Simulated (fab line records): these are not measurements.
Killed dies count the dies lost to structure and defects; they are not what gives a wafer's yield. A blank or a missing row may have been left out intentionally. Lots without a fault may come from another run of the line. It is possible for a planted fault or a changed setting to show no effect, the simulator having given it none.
Which of the tools did it? :: flow n5 finfet :: Sampling: 12 lots, 36 wafers, 2 of 1938 route steps

## WHAT THE GAUGES READ, wafer by wafer
N5_SDB_OVL_MEAS_12.
lot: L075
measured: day 4 04:59
on: overlay-02
SDB_OVL (nm): -0.2 0.4 -0.5

lot: L077
measured: day 4 13:22
on: overlay-01
SDB_OVL (nm): -0.1 0.3 0.0

lot: L079
measured: day 4 23:57
on: overlay-02
SDB_OVL (nm): -0.2 -0.5 -1.4

lot: L081
measured: day 5 20:19
on: overlay-02
SDB_OVL (nm): -0.4 0.1 -1.3

lot: L083
measured: day 6 02:10
on: overlay-01
SDB_OVL (nm): -1.0 0.3 -1.1

lot: L085
measured: day 6 13:43
on: overlay-01
SDB_OVL (nm): 0.0 0.2 -0.6

lot: L087
measured: day 6 23:32
on: overlay-02
SDB_OVL (nm): 0.3 -1.4 0.3

lot: L089
measured: day 7 11:37
on: overlay-02
SDB_OVL (nm): -2.2 -1.0 0.4

lot: L091
measured: day 7 21:55
on: overlay-01
SDB_OVL (nm): -0.1 0.4 -0.4

lot: L093
measured: day 8 10:28
on: overlay-01
SDB_OVL (nm): 0.1 -0.7 -0.6

lot: L095
measured: day 8 23:56
on: overlay-01
SDB_OVL (nm): -0.4 -0.6 0.3

lot: L097
measured: day 9 10:41
on: overlay-01
SDB_OVL (nm): 0.5 0.7 1.2

## TOOL THAT RAN EACH LOT (tool first, then ch and the chambers of the sampled wafers, then the start)
lot: L075
N5_ILD0_ALD_15: ald sin-03 ch 0,2,3, day 4 01:53

lot: L077
N5_ILD0_ALD_15: ald sin-02 ch 0,2, day 4 09:37

lot: L079
N5_ILD0_ALD_15: ald sin-01 ch 0,1,3, day 4 20:55

lot: L081
N5_ILD0_ALD_15: ald sin-01 ch 1,2,3, day 5 17:17

lot: L083
N5_ILD0_ALD_15: ald sin-02 ch 0,3, day 5 23:15

lot: L085
N5_ILD0_ALD_15: ald sin-02 ch 0,3, day 6 10:40

lot: L087
N5_ILD0_ALD_15: ald sin-02 ch 0,1,3, day 6 20:29

lot: L089
N5_ILD0_ALD_15: ald sin-01 ch 0,1,2, day 7 08:35

lot: L091
N5_ILD0_ALD_15: ald sin-01 ch 0,3, day 7 18:52

lot: L093
N5_ILD0_ALD_15: ald sin-01 ch 0,1,3, day 8 07:25

lot: L095
N5_ILD0_ALD_15: ald sin-02 ch 1,2,3, day 8 20:53

lot: L097
N5_ILD0_ALD_15: ald sin-03 ch 0,1, day 9 07:38
- N5_ILD0_ALD_15: deposits SiNx, target thk 24 nm, pulse time 1 s, ald cycles 480.

## THE ANSWER, worked out from the rows above alone
Rule: usual is defined by the lots themselves. Put in order of their means at a reading, lots are off if they are a third of the lots or fewer, leave a main group of 4 or more, and stand apart from it by a gap of 3 or more times the standard deviation of the main group's means; of several such gaps the widest counts. Not used: any main group whose means are identical at the precision the tables above print for the reading. A lot without any number at a reading at which 4 lots or more have one is off too. Where the step has rows for the other lots, those lots are counted as sound.
No lot is off on any of the readings shown, so nothing can be concluded from this.

## WHAT THE SIMULATOR HAD PUT IN
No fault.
